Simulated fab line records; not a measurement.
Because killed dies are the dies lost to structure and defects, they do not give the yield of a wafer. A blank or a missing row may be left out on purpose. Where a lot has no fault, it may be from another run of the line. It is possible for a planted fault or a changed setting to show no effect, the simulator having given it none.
fab line records	flow n5_finfet
record: lots: 9	wafers: 25	last_day: 19
route steps=1938 shown BEOL_M0_SAQP@664 BEOL_M4@1111 PASSIVATION@1936
lots with no fault: from the same line, run without faults
start_h: the number of hours between the record's first day and the start of the first shown wafer of the lot	wait_h: hours since the lot's step before	" identical to the entry in the row above	L1.1+2: a single row standing in for several wafers	- no value, or no start was given	* or withheld: withheld	< > ~ a bound
route shown NAME@n: a module of which the file shows steps, and the number in the route of the first	usual: mean and standard deviation over wafers with no fault	same: alike in all rows	chamber/n: place in a boat	sites: readings site by site	_std_site: how widely they spread, as a standard deviation	_edge_site: inner sites' mean taken away from outer sites' mean	radius_mm: for every site, how far away it sits from the centre of the wafer	mask NAME#n: copy n	behind: tool/chamber where the wafer was last shaped	hold: reason for holding the lot/hours on hold/outcome of the hold	device: names the non-switching transistor (n, p or np)	end of line: tests of these same wafers at the route's end	where a step has no rows: the recipe by itself	killed: not the wafer's yield, but the dies lost to structure and defects at the first sort	map: dies across one wafer; x = killed, . = not, _ = none there
set.NAME: the setting that was run; set.NAME@STEP: the one run at that earlier step	model.NAME: the simulator's own value behind a step, which no gauge read
steps of the route over a sample of lots; a table a step, a row a wafer
services: a tool's chamber out of use, with start hour (start_h, from the record's first day; less than 0 if before it), hours out, and reason
== steps ==
step: N5_BEOL_M0_SAQP_SPACER1_ETCHBACK_99
recipe: chemistry: CHF3/O2	mode: anisotropic_etchback	target: SiO2	target_depth_a: 154	time_s: 7.7	pressure_mtorr: 30	source_w: 650	bias_w: 170	Ar_flow_sccm: 200	CHF3_flow_sccm: 50	O2_flow_sccm: 5	ion_energy_ev: 200
usual: drypump_motor_current_A: 5.6/0.45	oes_product_au: 0.79/0.1	rf_fwd_power_W: 645.0/2.9	rf_vpp_V: 525/15	showerhead_plenum_p_Torr: 2.43/0.08	throttle_valve_pct: 18.9/0.33
lot.wafer	tool	chamber	start_h	wait_h	drypump_motor_current_A	oes_product_au	rf_fwd_power_W	rf_hours_counter_h	rf_vpp_V	showerhead_plenum_p_Torr	throttle_valve_pct
L471.1	rie_diel-02	0	139.65	0.3	6.1	0.74	637.9	176	535	2.40	19.0
L471.2	"	1	"	"	5.9	0.73	646.4	168	518	2.50	19.1
L471.6	"	2	"	"	5.6	0.70	647.6	-	512	2.39	19.3
L474.3	rie_diel-04	0	143.56	0.6	5.2	1.01	647.4	0	552	2.55	18.3
L474.4	"	3	"	"	5.0	0.92	644.3	18	533	2.48	18.5
L474.6	"	2	"	"	4.9	0.83	645.2	-	499	2.45	18.8
L476.2	rie_diel-05	3	154.35	0.3	5.3	0.71	638.1	230	518	2.35	19.1
L476.3	"	0	"	"	6.5	0.73	643.3	184	545	2.52	19.3
L476.5	"	1	"	"	5.5	0.70	647.4	-	519	2.36	18.8
L477.2	rie_diel-04	0	163.16	0.3	5.3	0.96	640.9	7	553	2.55	18.3
L477.5	"	2	"	"	4.9	0.82	647.4	-	499	2.44	18.9
L477.6	"	3	"	"	5.0	0.90	646.0	-	535	2.48	18.5
L480.1	rie_diel-05	0	186.32	0.3	6.4	0.71	649.2	194	545	2.52	19.4
L480.2	"	2	"	"	5.8	0.93	646.6	20	511	2.35	18.5
L480.6	"	3	"	"	5.2	0.68	645.7	-	517	2.35	19.1
L483.2	rie_diel-02	3	202.85	0.3	5.4	0.89	648.6	39	530	2.54	18.6
L483.3	"	2	"	"	5.7	0.69	644.5	249	513	2.38	19.3
L483.6	"	1	"	"	5.8	0.70	642.5	-	518	2.50	19.1
L484.4	rie_diel-04	3	208.27	0.3	5.0	0.88	651.4	36	534	2.48	18.5
L484.6	"	3	"	"	5.0	0.88	652.1	-	533	2.48	18.5
L491.4	rie_diel-02	0	241.28	0.3	6.0	0.72	643.7	206	536	2.39	19.1
L491.5	"	0	"	"	6.1	0.72	642.1	-	537	2.39	19.1
L492.1	rie_diel-05	2	249.33	0.3	5.8	0.88	649.3	41	511	2.34	18.6
L492.2	"	3	"	"	5.3	0.97	644.2	1	518	2.34	18.7
L492.5	"	2	"	"	5.8	0.88	650.5	-	512	2.34	18.6
step: N5_BEOL_M0_SAQP_ETCH_106
recipe: chemistry: N2/H2	target: SOC	target_depth_a: 1500	stop_on: SiNx	ion_energy_ev: 100	bias_w: 61	pressure_mtorr: 30	source_w: 850	n2_flow_sccm: 200	h2_flow_sccm: 200
usual: drypump_motor_current_A: 5.6/0.45	oes_product_au: 0.79/0.1	rf_fwd_power_W: 844/3.7	rf_vpp_V: 241.0/1.4	showerhead_plenum_p_Torr: 2.56/0.085	throttle_valve_pct: 17.8/0.39
lot.wafer	tool	chamber	start_h	wait_h	drypump_motor_current_A	oes_product_au	rf_fwd_power_W	rf_hours_counter_h	rf_vpp_V	showerhead_plenum_p_Torr	throttle_valve_pct
L471.1	rie_diel-02	0	140.57	-	6.0	0.72	836	176	240.4	2.53	18.0
L471.2	"	2	"	"	5.7	0.69	840	232	239.9	2.51	18.2
L471.6	"	0	"	"	6.1	0.72	844	-	240.9	2.53	18.0
L474.3	rie_diel-05	2	144.59	-	5.8	0.95	848	7	240.2	2.50	17.5
L474.4	"	1	"	"	5.5	0.68	844	-	240.1	2.54	18.0
L474.6	"	3	"	"	5.3	0.69	842	-	239.2	2.53	18.3
L476.2	rie_diel-05	2	155.25	-	5.8	0.95	846	10	240.4	2.50	17.5
L476.3	"	0	"	"	6.5	0.72	841	184	241.9	2.62	18.1
L476.5	"	2	"	"	5.8	0.94	849	-	241.6	2.50	17.5
L477.2	rie_diel-05	2	164.07	-	5.8	0.94	849	13	238.9	2.50	17.5
L477.5	"	3	"	"	5.3	0.68	839	-	241.4	2.53	18.4
L477.6	"	2	"	"	5.8	0.93	846	-	240.7	2.50	17.5
L480.1	rie_diel-04	2	187.22	-	4.9	0.80	849	89	240.8	2.58	17.7
L480.2	"	3	"	"	5.0	0.88	846	30	240.8	2.59	17.3
L480.6	"	0	"	"	5.3	0.93	839	-	242.4	2.68	17.1
L483.2	rie_diel-05	3	203.84	-	5.3	0.68	844	245	239.8	2.52	18.4
L483.3	"	1	"	"	5.5	0.67	843	217	240.3	2.54	18.0
L483.6	"	3	"	"	5.3	0.68	845	-	238.7	2.52	18.4
L484.4	rie_diel-04	2	209.39	-	4.9	0.79	848	94	241.3	2.57	17.7
L484.6	"	3	"	"	5.0	0.87	844	-	240.4	2.59	17.3
L491.4	rie_diel-05	1	242.21	-	5.6	0.66	846	-	241.0	2.53	18.0
L491.5	"	0	"	"	6.5	0.70	847	-	241.1	2.61	18.2
L492.1	rie_diel-02	1	250.24	-	5.9	0.70	841	201	242.7	2.65	18.3
L492.2	"	3	"	"	5.4	0.85	845	54	243.0	2.71	17.8
L492.5	"	3	"	"	5.4	0.84	843	-	243.0	2.71	17.8
step: N5_BEOL_M0_SAQP_DESCUM_45
recipe: chemistry: O2	time_s: 7	source_power_w: 50	bias_power_w: 20	pressure_mtorr: 20	rf_frequency_hz: 2.712e+07	temp_c: 40	resist: CAR-EUV	o2_flow_sccm: 225
usual: drypump_motor_current_A: 5.6/0.41	oes_product_au: 0.78/0.1	rf_fwd_power_W: 49.29/0.29	rf_vpp_V: 243.4/1.4	showerhead_plenum_p_Torr: 2.11/0.077	throttle_valve_pct: 20.5/0.34
lot.wafer	tool	chamber	start_h	wait_h	drypump_motor_current_A	oes_product_au	rf_fwd_power_W	rf_hours_counter_h	rf_vpp_V	showerhead_plenum_p_Torr	throttle_valve_pct
L471.1	rie_diel-04	1	144.73	0.6	6.2	0.70	49.04	223	242.5	2.00	20.7
L471.2	"	2	"	"	4.9	0.82	49.60	76	244.6	2.15	20.5
L471.6	"	2	"	"	4.9	0.83	49.38	-	243.1	2.15	20.5
L474.3	rie_diel-02	2	147.36	0.0	5.7	0.69	48.99	235	243.5	2.09	21.0
L474.4	"	3	"	"	5.4	0.92	49.63	-	244.4	2.24	20.3
L474.6	"	2	"	"	5.6	0.69	48.99	-	242.4	2.09	21.0
L476.2	rie_diel-04	1	156.86	0.0	6.2	0.69	48.98	226	241.2	2.00	20.7
L476.3	"	3	"	"	5.0	0.91	49.61	23	243.9	2.10	19.7
L476.5	"	2	"	"	4.9	0.82	49.57	-	243.6	2.15	20.5
L477.2	rie_diel-02	1	165.60	0.1	5.8	0.72	49.17	176	243.8	2.17	20.6
L477.5	"	2	"	"	5.6	0.69	49.21	-	242.7	2.09	21.0
L477.6	"	3	"	"	5.4	0.90	49.42	-	245.7	2.24	20.3
L480.1	rie_diel-02	2	189.50	0.0	5.6	0.69	49.06	245	242.3	2.09	21.0
L480.2	"	1	"	"	5.9	0.72	48.85	182	243.5	2.16	20.6
L480.6	"	3	"	"	5.4	0.90	49.48	-	245.9	2.23	20.3
L483.2	rie_diel-05	1	205.45	0.0	5.5	0.69	49.54	217	243.5	2.05	20.3
L483.3	"	3	"	"	5.3	0.69	49.43	245	242.7	2.08	20.9
L483.6	"	2	"	"	5.7	0.90	49.62	-	243.4	2.03	20.0
L484.4	rie_diel-02	1	210.91	0.1	5.9	0.71	48.86	-	244.1	2.16	20.6
L484.6	"	0	"	"	6.0	0.73	48.95	-	243.3	2.08	20.6
L491.4	rie_diel-05	1	243.81	0.1	5.6	0.69	49.63	-	243.6	2.05	20.4
L491.5	"	2	"	"	5.8	0.88	49.63	-	241.5	2.02	20.0
L492.1	rie_diel-04	2	251.72	0.0	4.9	0.79	49.47	106	243.2	2.14	20.5
L492.2	"	0	"	"	5.3	0.88	48.98	29	245.5	2.25	20.2
L492.5	"	1	"	"	6.2	0.67	49.06	-	240.2	1.99	20.8
step: N5_BEOL_M0_SAQP_ETCH_88
recipe: chemistry: N2/H2	target: underlayer	target_depth_a: 65	time_s: 5.2	ion_energy_ev: 200	mask_material: CAR-EUV	pressure_mtorr: 30	source_w: 840	bias_w: 150	n2_flow_sccm: 200	h2_flow_sccm: 200	ends: cleared
usual: drypump_motor_current_A: 5.6/0.41	etch_rf_on_time_s: 5.26/0.16	oes_product_au: 0.67/0.088	rf_fwd_power_W: 819.6/2.5	rf_vpp_V: 524.5/2.8	showerhead_plenum_p_Torr: 2.57/0.089	throttle_valve_pct: 17.9/0.35
lot.wafer	tool	chamber	start_h	wait_h	drypump_motor_current_A	etch_rf_on_time_s	oes_product_au	rf_fwd_power_W	rf_hours_counter_h	rf_vpp_V	showerhead_plenum_p_Torr	throttle_valve_pct
L471.1	rie_diel-04	1	144.76	0.0	6.2	5.08	0.59	821.5	223	520.3	2.41	18.1
L471.2	"	2	"	"	4.9	5.13	0.70	822.3	76	524.7	2.58	17.7
L471.6	"	2	"	"	4.9	5.20	0.71	819.2	-	525.6	2.58	17.7
L474.3	rie_diel-02	2	147.39	0.0	5.6	5.16	0.60	821.2	235	522.1	2.51	18.3
L474.4	"	3	"	"	5.4	5.29	0.77	820.9	-	529.4	2.73	17.8
L474.6	"	2	"	"	5.7	5.10	0.60	822.2	-	521.8	2.51	18.3
L476.2	rie_diel-04	1	156.89	0.0	6.2	5.04	0.59	821.8	226	521.6	2.41	18.2
L476.3	"	3	"	"	5.0	5.33	0.76	815.9	23	526.3	2.59	17.4
L476.5	"	2	"	"	4.9	5.18	0.69	823.2	-	525.6	2.58	17.7
L477.2	rie_diel-02	1	165.63	0.0	5.9	5.33	0.61	818.9	176	527.2	2.66	18.3
L477.5	"	2	"	"	5.7	5.11	0.60	821.5	-	522.4	2.51	18.3
L477.6	"	3	"	"	5.4	5.15	0.76	822.7	-	530.2	2.72	17.8
L480.1	rie_diel-02	2	189.53	0.0	5.6	5.08	0.60	818.4	245	523.9	2.50	18.3
L480.2	"	1	"	"	5.8	5.29	0.61	821.1	182	528.1	2.66	18.3
L480.6	"	3	"	"	5.3	5.17	0.75	820.8	-	525.8	2.72	17.8
L483.2	rie_diel-05	1	205.48	0.0	5.5	5.48	0.57	815.6	217	523.8	2.54	18.1
L483.3	"	3	"	"	5.3	5.14	0.58	820.9	245	523.7	2.52	18.4
L483.6	"	2	"	"	5.8	5.23	0.77	819.2	-	523.4	2.49	17.6
L484.4	rie_diel-02	1	210.93	0.0	5.9	9.10	0.48	824.4	-	526.6	2.65	18.2
L484.6	"	0	"	"	6.0	9.44	0.47	818.3	-	523.7	2.52	18.0
L491.4	rie_diel-05	1	243.84	0.0	5.6	5.52	0.57	815.8	-	524.3	2.53	18.1
L491.5	"	2	"	"	5.8	5.17	0.76	819.9	-	523.1	2.49	17.6
L492.1	rie_diel-04	2	251.75	0.0	4.9	5.16	0.68	822.6	106	524.6	2.57	17.8
L492.2	"	0	"	"	5.3	5.29	0.76	819.9	29	528.0	2.67	17.2
L492.5	"	1	"	"	6.2	5.13	0.58	821.1	-	521.0	2.40	18.2
step: N5_BEOL_M4_RC_MEAS_101
usual: DIBL_N: 36.6/2.1	DIBL_P: 36.5/2.7	IOFF_N: 0.17/0.043	IOFF_P: 0.22/0.045	ION_N: 674/17	ION_P: 461/9.9	SS_N: 71.7/0.79	SS_P: 73.4/0.79	VT_N: 249/4	VT_P: -250/3.3
lot.wafer	tool	chamber	start_h	wait_h	DIBL_N[mV/V]	DIBL_P[mV/V]	IOFF_N[nA/um]	IOFF_P[nA/um]	ION_N[uA/um]	ION_P[uA/um]	SS_N[mV/dec]	SS_P[mV/dec]	VT_N[mV]	VT_P[mV]
L471.1	prober-02	0	194.93	0.0	40.5	39.4	0.23	0.26	695	463	73.2	74.4	247	-250
L471.2	"	0	"	"	37.7	35.1	0.17	0.19	676	454	72.8	73.9	250	-254
L471.6	"	0	"	"	38.3	37.4	0.20	0.23	693	464	72.4	73.9	248	-248
L476.2	prober-01	0	209.24	0.2	35.3	37.4	0.13	0.21	659	456	71.8	73.9	252	-251
L476.3	"	0	"	"	32.8	33.5	0.10	0.16	664	462	70.7	72.6	256	-254
L476.5	"	0	"	"	32.1	33.0	0.10	0.15	662	459	71.0	72.1	257	-254
L474.3	prober-02	0	215.73	0.3	39.5	41.3	0.25	0.30	692	469	73.0	74.9	244	-246
L474.4	"	0	"	"	39.0	40.2	0.25	0.30	689	468	72.0	74.1	242	-245
L474.6	"	0	"	"	37.1	36.6	0.20	0.23	687	465	72.0	73.9	248	-246
L477.2	prober-01	0	218.80	0.2	35.0	36.0	0.16	0.23	689	474	71.0	73.7	247	-247
L477.5	"	0	"	"	36.8	37.5	0.17	0.24	670	458	71.2	73.5	249	-247
L477.6	"	0	"	"	34.8	35.0	0.15	0.20	680	468	70.5	72.8	250	-251
L480.1	prober-02	0	242.47	0.0	35.8	35.8	0.15	0.18	688	468	72.0	73.0	251	-252
L480.2	"	0	"	"	35.8	36.8	0.16	0.19	660	452	71.7	73.8	247	-252
L480.6	"	0	"	"	36.0	34.5	0.15	0.17	671	451	72.4	73.3	252	-252
L483.2	prober-02	0	253.65	0.2	34.3	33.8	0.13	0.17	665	460	71.2	74.0	250	-251
L483.3	"	0	"	"	39.3	40.0	0.23	0.26	699	466	72.1	74.0	242	-248
L483.6	"	0	"	"	37.2	37.4	0.18	0.22	682	461	71.0	73.3	248	-249
L484.4	prober-01	0	270.14	0.5	36.4	36.3	0.14	0.19	658	452	71.2	72.9	255	-252
L484.6	"	0	"	"	31.1	30.7	0.09	0.13	644	447	69.8	72.0	257	-255
L492.1	prober-02	0	320.30	0.0	38.0	35.3	0.19	0.20	693	467	72.9	73.4	246	-252
L492.2	"	0	"	"	37.7	35.8	0.16	0.20	654	445	71.8	73.4	251	-252
L492.5	"	0	"	"	35.5	33.8	0.14	0.17	680	472	71.3	73.6	251	-252
L491.4	prober-02	0	340.96	0.5	34.8	32.7	0.12	0.14	672	456	70.9	72.0	254	-254
L491.5	"	0	"	"	33.9	32.3	0.10	0.14	645	446	70.4	72.4	257	-256
step: N5_PASSIVATION_PROBE_49
usual: defect_limited_yield: 91.5/1.7	killed_at_M0_to_M3: 33/11	killed_at_M4_up: 13/5.2	killed_at_contacts: 11/5.7	killed_at_front_end: 39/11	killed_at_other: 4/3	killed_dies: 101/20	killed_open: 66/15	killed_short: 33/8.4	sort_bin_4_leakage: 0.01/0.073	sort_bin_5_function: 5.0/1.1	sort_bin_6_memory: 3.2/0.69	sort_bin_8_speed: 0.1/0.52	sort_n_pass: 1078/20	sort_yield_pct: 91.4/1.7
same: gross_dies: 1180	killed_at_back_side: 0
lot.wafer	tool	chamber	start_h	wait_h	defect_limited_yield[%]	killed_at_M0_to_M3	killed_at_M4_up	killed_at_contacts	killed_at_front_end	killed_at_other	killed_dies	killed_open	killed_short	sort_bin_4_leakage[%]	sort_bin_5_function[%]	sort_bin_6_memory[%]	sort_bin_8_speed[%]	sort_n_pass	sort_yield_pct[%]
L471.1	prober-01	-	297.33	0.0	89.6	43	25	12	39	4	123	84	35	0	6.9	3.2	0	1057	89.6
L471.2	prober-01	-	297.38	0.1	90.3	31	20	19	40	4	114	68	37	0	5.7	3.8	0	1066	90.3
L471.6	prober-01	-	297.58	0.3	91.8	19	18	10	48	2	97	67	27	0	5.1	2.9	0	1083	91.8
L476.2	prober-01	-	315.66	0.1	90.3	58	17	7	26	6	114	76	35	0	5.6	3.8	0	1066	90.3
L476.3	prober-01	-	315.71	0.1	91.9	41	11	9	32	2	95	62	31	0	5.3	2.5	0	1085	91.9
L476.5	prober-01	-	315.81	0.2	91.0	50	11	13	23	9	106	60	45	0	5.0	3.5	0	1074	91.0
L474.3	prober-01	-	320.07	0.1	89.6	41	15	10	57	0	123	76	44	0	5.7	4.4	0	1057	89.6
L474.4	prober-01	-	320.12	0.2	90.4	23	31	16	41	2	113	81	31	0.08	5.6	3.7	0	1066	90.3
L474.6	prober-01	-	320.22	0.3	93.0	32	15	19	15	2	83	53	25	0	3.6	3.0	0	1097	93.0
L477.2	prober-02	-	331.77	0.1	94.7	20	3	10	28	1	62	43	16	0	3.1	2.1	0	1118	94.7
L477.5	prober-02	-	331.92	0.2	93.3	28	9	6	34	2	79	56	20	0	3.7	2.7	0	1101	93.3
L477.6	prober-02	-	331.97	0.3	93.6	30	12	14	20	0	76	57	16	0	3.3	2.9	0	1104	93.6
L480.1	prober-01	-	342.43	0.0	89.2	42	7	8	62	8	127	76	50	0	6.4	3.9	0	1053	89.2
L480.2	prober-01	-	342.48	0.1	88.7	51	16	11	54	1	133	91	42	0	6.9	3.7	0	1047	88.7
L480.6	prober-01	-	342.68	0.3	89.4	21	23	13	64	4	125	77	46	0	6.9	3.4	0	1055	89.4
L483.2	prober-01	-	354.15	0.1	89.1	35	21	13	57	3	129	86	40	0	6.4	4.0	0	1051	89.1
L483.3	prober-01	-	354.20	0.1	91.6	32	9	21	32	5	99	62	37	0	4.4	3.8	0	1081	91.6
L483.6	prober-01	-	354.35	0.3	90.7	47	12	15	32	4	110	60	48	0	5.7	3.3	0	1070	90.7
L484.4	prober-01	-	372.69	0.2	91.9	39	15	5	33	4	96	65	30	0	5.3	2.7	0	1084	91.9
L484.6	prober-01	-	372.79	0.3	90.1	34	14	11	46	12	117	65	52	0	5.8	3.4	0.3	1060	89.8
L492.1	prober-02	-	419.39	0.0	92.9	21	18	9	32	4	84	59	20	0	4.7	2.5	0	1096	92.9
L492.2	prober-02	-	419.44	0.1	93.9	25	10	7	27	3	72	55	16	0	3.4	2.6	0	1108	93.9
L492.5	prober-02	-	419.59	0.2	89.2	27	23	26	51	0	127	86	40	0	6.4	4.2	0	1053	89.2
L491.4	prober-02	-	447.96	0.2	89.9	28	18	16	54	3	119	73	41	0	6.5	3.1	0	1061	89.9
L491.5	prober-02	-	448.01	0.2	92.8	23	17	21	22	2	85	49	32	0	3.9	3.0	0.1	1094	92.7
killed by level:class
L471.1 BEOL_M0_SAQP:geometric_particle:open=13 MOL_CONTACT_COAG:geometric_particle:open=11 BEOL_M4:geometric_particle:open=11 STI_FIN_REVEAL:geometric_particle:open=9 BEOL_M3:geometric_particle:open=9 BEOL_M0_SAQP:geometric_particle:short=8 FIN_SAQP:geometric_particle:open=5 GATE_CUT:geometric_particle:short=5
L471.2 MOL_CONTACT_COAG:geometric_particle:open=10 MOL_CONTACT_COAG:geometric_particle:short=9 STI_FIN_REVEAL:geometric_particle:open=8 BEOL_M4:geometric_particle:open=8 FIN_SAQP:geometric_particle:open=7 BEOL_M1:geometric_particle:open=7 STARTING-WAFER:geometric_particle:open=6 BEOL_M3:geometric_particle:short=6
L471.6 STI_FIN_REVEAL:geometric_particle:open=22 MOL_CONTACT_COAG:geometric_particle:open=8 BEOL_M1:geometric_particle:open=7 GATE_CUT:geometric_particle:open=6 STI_FIN_REVEAL:geometric_particle:short=4 BEOL_M3:geometric_particle:open=4 BEOL_M4:geometric_particle:open=4 BEOL_M5:geometric_particle:open=4
L476.2 BEOL_M3:geometric_particle:open=14 BEOL_M0_SAQP:geometric_particle:short=11 BEOL_M2:geometric_particle:open=10 BEOL_M0_SAQP:geometric_particle:open=9 BEOL_M4:geometric_particle:open=6 MOL_CONTACT_COAG:geometric_particle:open=6 BEOL_M1:geometric_particle:open=6 GATE_CUT:geometric_particle:short=4
L476.3 BEOL_M0_SAQP:geometric_particle:short=13 BEOL_M2:geometric_particle:open=13 FIN_SAQP:geometric_particle:short=8 GATE_CUT:geometric_particle:open=8 MOL_CONTACT_COAG:geometric_particle:open=8 BEOL_M1:geometric_particle:open=6 BEOL_M4:geometric_particle:open=4 STARTING-WAFER:geometric_particle:open=4
L476.5 BEOL_M3:geometric_particle:short=12 BEOL_M3:geometric_particle:open=11 MOL_CONTACT_COAG:geometric_particle:open=10 BEOL_M0_SAQP:geometric_particle:short=10 BEOL_M0_SAQP:geometric_particle:open=5 BEOL_M1:geometric_particle:open=5 STI_FIN_REVEAL:geometric_particle:open=4 GATE_CUT:geometric_particle:open=4
L474.3 FIN_SAQP:geometric_particle:open=13 STI_FIN_REVEAL:geometric_particle:open=13 BEOL_M0_SAQP:geometric_particle:short=12 BEOL_M0_SAQP:geometric_particle:open=11 FIN_SAQP:geometric_particle:short=10 GATE_CUT:geometric_particle:short=9 BEOL_M4:geometric_particle:open=8 MOL_CONTACT_COAG:geometric_particle:open=7
L474.4 MOL_CONTACT_COAG:geometric_particle:open=15 BEOL_M4:geometric_particle:open=13 FIN_SAQP:geometric_particle:open=12 BEOL_M4:geometric_particle:short=7 DUMMY_GATE:geometric_particle:open=6 BEOL_M0_SAQP:geometric_particle:open=6 GATE_CUT:geometric_particle:open=5 BEOL_M0_SAQP:geometric_particle:short=5
L474.6 MOL_CONTACT_COAG:geometric_particle:open=16 BEOL_M3:geometric_particle:open=9 BEOL_M1:geometric_particle:open=5 BEOL_M1:geometric_particle:short=5 STI_FIN_REVEAL:geometric_particle:open=4 BEOL_M0_SAQP:geometric_particle:short=4 BEOL_M4:geometric_particle:open=4 GATE_CUT:geometric_particle:short=3
L477.2 MOL_CONTACT_COAG:geometric_particle:open=9 DUMMY_GATE:geometric_particle:open=7 BEOL_M2:geometric_particle:open=5 FIN_SAQP:geometric_particle:open=4 BEOL_M0_SAQP:geometric_particle:open=4 BEOL_M0:geometric_particle:open=4 STI_FIN_REVEAL:geometric_particle:open=3 DUMMY_GATE:geometric_particle:short=3
L477.5 DUMMY_GATE:geometric_particle:open=8 BEOL_M3:geometric_particle:open=8 FIN_SAQP:geometric_particle:open=5 STI_FIN_REVEAL:geometric_particle:open=5 BEOL_M0_SAQP:geometric_particle:open=5 BEOL_M1:geometric_particle:open=5 FIN_SAQP:geometric_particle:short=4 MOL_CONTACT_COAG:geometric_particle:short=3
L477.6 BEOL_M3:geometric_particle:open=13 MOL_CONTACT_COAG:geometric_particle:open=11 BEOL_M2:geometric_particle:open=6 DUMMY_GATE:geometric_particle:open=5 BEOL_M8:geometric_particle:open=4 MOL_CONTACT_COAG:geometric_particle:short=3 BEOL_M4:geometric_particle:open=3 STARTING-WAFER:geometric_particle:open=3
L480.1 STI_FIN_REVEAL:geometric_particle:open=29 FIN_SAQP:geometric_particle:short=12 BEOL_M0_SAQP:geometric_particle:short=8 BEOL_M3:geometric_particle:open=7 BEOL_M1:geometric_particle:short=7 MOL_CONTACT_COAG:geometric_particle:open=6 BEOL_M2:geometric_particle:open=6 BEOL_M0_SAQP:geometric_particle:open=5
L480.2 FIN_SAQP:geometric_particle:short=16 STI_FIN_REVEAL:geometric_particle:open=14 BEOL_M0_SAQP:geometric_particle:open=13 BEOL_M3:geometric_particle:open=13 FIN_SAQP:geometric_particle:open=12 MOL_CONTACT_COAG:geometric_particle:open=9 BEOL_M0_SAQP:geometric_particle:short=9 BEOL_M1:geometric_particle:open=5
L480.6 STI_FIN_REVEAL:geometric_particle:open=26 FIN_SAQP:geometric_particle:short=15 BEOL_M0_SAQP:geometric_particle:short=12 MOL_CONTACT_COAG:geometric_particle:open=11 BEOL_M4:geometric_particle:open=10 FIN_SAQP:geometric_particle:open=9 BEOL_M3:geometric_particle:open=5 STI_FIN_REVEAL:geometric_particle:short=3
L483.2 STI_FIN_REVEAL:geometric_particle:open=21 BEOL_M4:geometric_particle:open=11 MOL_CONTACT_COAG:geometric_particle:open=9 BEOL_M2:geometric_particle:open=9 BEOL_M0_SAQP:geometric_particle:open=8 STI_FIN_REVEAL:geometric_particle:short=7 BEOL_M1:geometric_particle:open=6 FIN_SAQP:geometric_particle:short=5
L483.3 MOL_CONTACT_COAG:geometric_particle:open=16 STI_FIN_REVEAL:geometric_particle:open=9 GATE_CUT:geometric_particle:short=9 BEOL_M3:geometric_particle:open=8 MOL_CONTACT_COAG:geometric_particle:short=5 BEOL_M0_SAQP:geometric_particle:short=5 BEOL_M0_SAQP:geometric_particle:open=5 GATE_CUT:geometric_particle:open=4
L483.6 MOL_CONTACT_COAG:geometric_particle:open=12 BEOL_M2:geometric_particle:short=9 FIN_SAQP:geometric_particle:short=8 BEOL_M0_SAQP:geometric_particle:short=8 BEOL_M0_SAQP:geometric_particle:open=7 BEOL_M3:geometric_particle:open=7 BEOL_M2:geometric_particle:open=5 BEOL_M1:geometric_particle:open=5
L484.4 BEOL_M0_SAQP:geometric_particle:short=12 STI_FIN_REVEAL:geometric_particle:open=11 BEOL_M0_SAQP:geometric_particle:open=11 BEOL_M4:geometric_particle:open=7 BEOL_M2:geometric_particle:open=7 GATE_CUT:geometric_particle:open=5 MOL_CONTACT_COAG:geometric_particle:open=4 FIN_SAQP:geometric_particle:short=3
L484.6 BEOL_M0_SAQP:geometric_particle:short=14 BEOL_M0_SAQP:geometric_particle:open=10 DUMMY_GATE:geometric_particle:open=8 MOL_CONTACT_COAG:geometric_particle:open=8 BEOL_M4:geometric_particle:open=6 FIN_SAQP:geometric_particle:short=5 DUMMY_GATE:geometric_particle:short=5 ILD0:geometric_particle:short=5
L492.1 FIN_SAQP:geometric_particle:open=13 STI_FIN_REVEAL:geometric_particle:open=6 MOL_CONTACT_COAG:geometric_particle:open=6 BEOL_M4:geometric_particle:open=6 BEOL_M8:geometric_particle:open=5 FIN_SAQP:geometric_particle:short=4 BEOL_M0_SAQP:geometric_particle:open=4 BEOL_M0_SAQP:geometric_particle:short=4
L492.2 BEOL_M4:geometric_particle:open=8 FIN_SAQP:geometric_particle:open=7 MOL_CONTACT_COAG:geometric_particle:open=6 BEOL_M0_SAQP:geometric_particle:open=5 BEOL_M1:geometric_particle:open=5 BEOL_M3:geometric_particle:open=5 STI_FIN_REVEAL:geometric_particle:open=4 DUMMY_GATE:geometric_particle:open=4
L492.5 MOL_CONTACT_COAG:geometric_particle:open=21 FIN_SAQP:geometric_particle:open=14 FIN_SAQP:geometric_particle:short=14 BEOL_M5:geometric_particle:open=8 STI_FIN_REVEAL:geometric_particle:open=7 BEOL_M1:geometric_particle:open=7 BEOL_M2:geometric_particle:open=6 MOL_CONTACT_COAG:geometric_particle:short=5
L491.4 FIN_SAQP:geometric_particle:open=17 FIN_SAQP:geometric_particle:short=14 MOL_CONTACT_COAG:geometric_particle:open=14 BEOL_M3:geometric_particle:open=8 BEOL_M0_SAQP:geometric_particle:short=7 STI_FIN_REVEAL:geometric_particle:open=6 DUMMY_GATE:geometric_particle:open=5 BEOL_M0_SAQP:geometric_particle:open=4
L491.5 MOL_CONTACT_COAG:geometric_particle:open=18 BEOL_M0:geometric_particle:short=7 FIN_SAQP:geometric_particle:short=5 FIN_SAQP:geometric_particle:open=4 STARTING-WAFER:geometric_particle:short=4 MOL_CONTACT_COAG:geometric_particle:short=3 BEOL_M0_SAQP:geometric_particle:short=3 BEOL_M3:geometric_particle:open=3
== services ==
tool	chamber	start_h	hours	kind
rie_diel-04	0	124.66	-	clean
rie_diel-04	0	124.66	-	consumable_replace:focus_ring
rie_diel-04	0	124.66	-	consumable_replace:showerhead
rie_diel-04	0	124.66	17.3	scheduled_down
rie_diel-04	0	124.66	17.3	vent_cycle
rie_diel-02	0	137.14	1.7	repair
rie_diel-05	0	139.20	12.1	repair
rie_diel-02	2	167.26	2.7	repair
rie_diel-04	3	171.42	1.6	repair
rie_diel-04	1	190.80	1.3	repair
rie_diel-02	2	204.99	-	clean
rie_diel-02	2	204.99	-	consumable_replace:focus_ring
rie_diel-02	2	204.99	19.7	scheduled_down
rie_diel-02	2	204.99	19.7	vent_cycle
rie_diel-05	3	222.62	-	clean
rie_diel-05	3	222.62	-	consumable_replace:focus_ring
rie_diel-05	3	222.62	24.3	scheduled_down
rie_diel-05	3	222.62	24.3	vent_cycle
rie_diel-05	-	229.87	0.2	repair
== key ==
first_sign: step: N5_BEOL_M0_SAQP_ETCH_88	reading: etch_rf_on_time_s	direction: up	sigmas: 25	usual: *	struck: *
effect none on later readings
met_at N5_BEOL_M0_SAQP_ETCH_88
struck_lots L484
struck_wafers L484.4,L484.6
not_acting_at N5_BEOL_M0_SAQP_SPACER1_ETCHBACK_99,N5_BEOL_M0_SAQP_ETCH_106,N5_BEOL_M0_SAQP_DESCUM_45
onset_between 189.53 210.93
fault: kind: process_parameter_drift	tool: rie_diel-02	chamber: -	onset_h: 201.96	steps: N5_BEOL_M0_SAQP_ETCH_88	channel: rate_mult	offset: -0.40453	shape: step	end_h: 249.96	scope: struck_wafers_only
